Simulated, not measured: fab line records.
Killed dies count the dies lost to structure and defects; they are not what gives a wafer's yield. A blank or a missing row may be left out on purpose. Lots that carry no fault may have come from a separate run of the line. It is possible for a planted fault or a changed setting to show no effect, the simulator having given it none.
What tool caused it? :: flow nandHarc :: 42 wafers from 14 lots sampled at 4 of the route's 1302 steps

WHAT THE GAUGES SHOWED, per wafer
Not one reading of a measure or inspect step in the record can be checked against a usual standard deviation.

WHICH TOOL RAN EACH LOT (tool, then ch and the chambers of the sampled wafers, then the start)
lot: L657
NHARC_A_WL_FILL_ETCHBACK_04: rieMetal-01 ch 0,1, day 20 03:59
NHARC_A_CONTACT_EXPOSE_39: arfiScanner-03 ch 0, day 21 03:12
NHARC_A_CONTACT_ETCH_112: harCapEtch-02 ch 0,1, day 21 05:55
NHARC_A_CONTACT_ETCH_113: harCapEtch-02 ch 0,1, day 21 06:05

lot: L658
NHARC_A_WL_FILL_ETCHBACK_04: rieMetal-02 ch 0,1, day 20 21:31
NHARC_A_CONTACT_EXPOSE_39: arfiScanner-01 ch 0, day 21 22:31
NHARC_A_CONTACT_ETCH_112: harCapEtch-03 ch 0,1, day 22 01:21
NHARC_A_CONTACT_ETCH_113: harCapEtch-03 ch 0,1, day 22 01:31

lot: L659
NHARC_A_WL_FILL_ETCHBACK_04: rieMetal-01 ch 0,1, day 21 06:35
NHARC_A_CONTACT_EXPOSE_39: arfiScanner-01 ch 0, day 22 08:13
NHARC_A_CONTACT_ETCH_112: harCapEtch-02 ch 0, day 22 10:32
NHARC_A_CONTACT_ETCH_113: harCapEtch-02 ch 0, day 22 10:43

lot: L660
NHARC_A_WL_FILL_ETCHBACK_04: rieMetal-01 ch 0,1, day 21 23:55
NHARC_A_CONTACT_EXPOSE_39: arfiScanner-02 ch 0, day 22 21:55
NHARC_A_CONTACT_ETCH_112: harCapEtch-01 ch 0,1, day 23 00:16
NHARC_A_CONTACT_ETCH_113: harCapEtch-01 ch 0,1, day 23 00:26

lot: L665
NHARC_A_WL_FILL_ETCHBACK_04: rieMetal-03 ch 0,1, day 24 00:27
NHARC_A_CONTACT_EXPOSE_39: arfiScanner-01, day 25 02:08
NHARC_A_CONTACT_ETCH_112: harCapEtch-02 ch 0,1, day 25 06:01
NHARC_A_CONTACT_ETCH_113: harCapEtch-02 ch 0,1, day 25 06:21

lot: L666
NHARC_A_WL_FILL_ETCHBACK_04: rieMetal-03 ch 0,1, day 24 13:15
NHARC_A_CONTACT_EXPOSE_39: arfiScanner-02, day 25 11:59
NHARC_A_CONTACT_ETCH_112: harCapEtch-03 ch 0,1, day 25 16:16
NHARC_A_CONTACT_ETCH_113: harCapEtch-03 ch 0,1, day 25 16:47

lot: L671
NHARC_A_WL_FILL_ETCHBACK_04: rieMetal-02 ch 0,1, day 26 00:44
NHARC_A_CONTACT_EXPOSE_39: arfiScanner-01 ch 0, day 27 00:56
NHARC_A_CONTACT_ETCH_112: harCapEtch-02 ch 0, day 27 03:17
NHARC_A_CONTACT_ETCH_113: harCapEtch-02 ch 0, day 27 03:27

lot: L672
NHARC_A_WL_FILL_ETCHBACK_04: rieMetal-02 ch 0,1, day 26 05:02
NHARC_A_CONTACT_EXPOSE_39: arfiScanner-01 ch 0, day 27 05:24
NHARC_A_CONTACT_ETCH_112: harCapEtch-02 ch 0,1, day 27 09:11
NHARC_A_CONTACT_ETCH_113: harCapEtch-02 ch 0,1, day 27 09:22

lot: L674
NHARC_A_WL_FILL_ETCHBACK_04: rieMetal-03 ch 0,1, day 26 17:11
NHARC_A_CONTACT_EXPOSE_39: arfiScanner-03 ch 0, day 27 15:41
NHARC_A_CONTACT_ETCH_112: harCapEtch-02 ch 0,1, day 27 18:29
NHARC_A_CONTACT_ETCH_113: harCapEtch-02 ch 0,1, day 27 18:40

lot: L675
NHARC_A_WL_FILL_ETCHBACK_04: rieMetal-03 ch 1, day 28 06:25
NHARC_A_CONTACT_EXPOSE_39: arfiScanner-01 ch 0, day 29 03:40
NHARC_A_CONTACT_ETCH_112: harCapEtch-01 ch 0,1, day 29 05:59
NHARC_A_CONTACT_ETCH_113: harCapEtch-01 ch 0,1, day 29 06:10

lot: L677
NHARC_A_WL_FILL_ETCHBACK_04: rieMetal-02 ch 1, day 28 13:03
NHARC_A_CONTACT_EXPOSE_39: arfiScanner-01 ch 0, day 29 15:35
NHARC_A_CONTACT_ETCH_112: harCapEtch-02 ch 1, day 29 17:59
NHARC_A_CONTACT_ETCH_113: harCapEtch-02 ch 1, day 29 18:13

lot: L678
NHARC_A_WL_FILL_ETCHBACK_04: rieMetal-03 ch 0,1, day 28 22:29
NHARC_A_CONTACT_EXPOSE_39: arfiScanner-01 ch 0, day 29 20:49
NHARC_A_CONTACT_ETCH_112: harCapEtch-01 ch 0,1, day 29 23:16
NHARC_A_CONTACT_ETCH_113: harCapEtch-01 ch 0,1, day 29 23:27

lot: L679
NHARC_A_WL_FILL_ETCHBACK_04: rieMetal-03 ch 0,1, day 29 22:06
NHARC_A_CONTACT_EXPOSE_39: arfiScanner-02 ch 0, day 30 20:04
NHARC_A_CONTACT_ETCH_112: harCapEtch-02 ch 0, day 30 22:25
NHARC_A_CONTACT_ETCH_113: harCapEtch-02 ch 0, day 30 22:35

lot: L680
NHARC_A_WL_FILL_ETCHBACK_04: rieMetal-01 ch 0,1, day 30 04:17
NHARC_A_CONTACT_EXPOSE_39: arfiScanner-03 ch 0, day 31 05:13
NHARC_A_CONTACT_ETCH_112: harCapEtch-03 ch 0,1, day 31 07:34
NHARC_A_CONTACT_ETCH_113: harCapEtch-03 ch 0,1, day 31 07:44
- NHARC_A_WL_FILL_ETCHBACK_04: etches the open film in NF3, target depth 60 nm, time 120 s.
- NHARC_A_CONTACT_EXPOSE_39: exposes mask A CC 3.
- NHARC_A_CONTACT_ETCH_112: etches the open film in C4F8/O2/Ar, time 190 s, target depth 1850 nm.
- NHARC_A_CONTACT_ETCH_113: etches the open film in C4F8/O2/Ar, time 190 s, target depth 1850 nm.

WHAT THE TOOLS THEMSELVES READ (means of the sampled wafers that have a number; where no wafer has one, the mark that the record gives instead)
NHARC_A_WL_FILL_ETCHBACK_04. Usual: drypumpMotorCurrentA 5.9 A, standard deviation 0.33; oesProductAu 1.000 a.u., standard deviation 0.015.
lot: L657
tool: rieMetal-01
drypumpMotorCurrentA (A): 6.2
oesProductAu (a.u.): 1.027
flag: 

lot: L658
tool: rieMetal-02
drypumpMotorCurrentA (A): 5.6
oesProductAu (a.u.): 0.991
flag: 

lot: L659
tool: rieMetal-01
drypumpMotorCurrentA (A): 5.9
oesProductAu (a.u.): 1.018
flag: 

lot: L660
tool: rieMetal-01
drypumpMotorCurrentA (A): 6.2
oesProductAu (a.u.): 1.021
flag: 

lot: L665
tool: rieMetal-03
drypumpMotorCurrentA (A): 6.1
oesProductAu (a.u.): 0.998
flag: 

lot: L666
tool: rieMetal-03
drypumpMotorCurrentA (A): 6.1
oesProductAu (a.u.): 0.989
flag: 

lot: L671
tool: rieMetal-02
drypumpMotorCurrentA (A): 5.6
oesProductAu (a.u.): 0.992
flag: 

lot: L672
tool: rieMetal-02
drypumpMotorCurrentA (A): 5.7
oesProductAu (a.u.): 0.994
flag: 

lot: L674
tool: rieMetal-03
drypumpMotorCurrentA (A): 6.1
oesProductAu (a.u.): 0.980
flag: 

lot: L675
tool: rieMetal-03
drypumpMotorCurrentA (A): 5.8
oesProductAu (a.u.): 1.012
flag: 

lot: L677
tool: rieMetal-02
drypumpMotorCurrentA (A): 5.4
oesProductAu (a.u.): 1.008
flag: 

lot: L678
tool: rieMetal-03
drypumpMotorCurrentA (A): 6.1
oesProductAu (a.u.): 0.997
flag: 

lot: L679
tool: rieMetal-03
drypumpMotorCurrentA (A): 6.1
oesProductAu (a.u.): 0.983
flag: 

lot: L680
tool: rieMetal-01
drypumpMotorCurrentA (A): 5.9
oesProductAu (a.u.): 1.022
flag: 

NHARC_A_CONTACT_EXPOSE_39. Usual: exposureDoseMJCm2 58.76, standard deviation 0.063; focusOffsetNm 0.0 nm, standard deviation 0.49.
lot: L657
tool: arfiScanner-03
exposureDoseMJCm2: 58.78
focusOffsetNm (nm): 0.1
flag: 

lot: L658
tool: arfiScanner-01
exposureDoseMJCm2: 58.79
focusOffsetNm (nm): -0.8
flag: 

lot: L659
tool: arfiScanner-01
exposureDoseMJCm2: 58.76
focusOffsetNm (nm): 0.4
flag: 

lot: L660
tool: arfiScanner-02
exposureDoseMJCm2: 58.68
focusOffsetNm (nm): 0.2
flag: 

lot: L665
tool: arfiScanner-01
exposureDoseMJCm2: -
focusOffsetNm (nm): -
flag: OFF

lot: L666
tool: arfiScanner-02
exposureDoseMJCm2: -
focusOffsetNm (nm): -
flag: OFF

lot: L671
tool: arfiScanner-01
exposureDoseMJCm2: 58.79
focusOffsetNm (nm): 0.6
flag: 

lot: L672
tool: arfiScanner-01
exposureDoseMJCm2: 58.80
focusOffsetNm (nm): -0.3
flag: 

lot: L674
tool: arfiScanner-03
exposureDoseMJCm2: 58.75
focusOffsetNm (nm): -0.3
flag: 

lot: L675
tool: arfiScanner-01
exposureDoseMJCm2: 58.75
focusOffsetNm (nm): -0.5
flag: 

lot: L677
tool: arfiScanner-01
exposureDoseMJCm2: 58.86
focusOffsetNm (nm): -0.1
flag: 

lot: L678
tool: arfiScanner-01
exposureDoseMJCm2: 58.80
focusOffsetNm (nm): -0.1
flag: 

lot: L679
tool: arfiScanner-02
exposureDoseMJCm2: 58.76
focusOffsetNm (nm): 0.4
flag: 

lot: L680
tool: arfiScanner-03
exposureDoseMJCm2: 58.73
focusOffsetNm (nm): 0.4
flag: 

THE ANSWER, worked out from the rows above alone
Rule: take the mean of a lot's wafers that have a number; if it is more than 3 standard deviations from the usual mean, the lot is off. Also off: a lot with no number at a reading for which 4 or more lots have one. The other lots that the step has rows for count as sound. The gauges are gone through in route order, then the tools' own readings, and for those a lot's mean is taken as printed above. At the first step where some lot is off, the reading lying furthest off is the one used; lots without a number count as furthest.
Off at NHARC_A_CONTACT_EXPOSE_39 (exposureDoseMJCm2): L665, L666. Without a number there: L665, L666.
A tool fits if, at that step or a process step before it, it ran every lot that is off, and no sound lot after the first of them. Not one of the candidates tried fits.

WHAT THE SIMULATOR HAD PUT IN
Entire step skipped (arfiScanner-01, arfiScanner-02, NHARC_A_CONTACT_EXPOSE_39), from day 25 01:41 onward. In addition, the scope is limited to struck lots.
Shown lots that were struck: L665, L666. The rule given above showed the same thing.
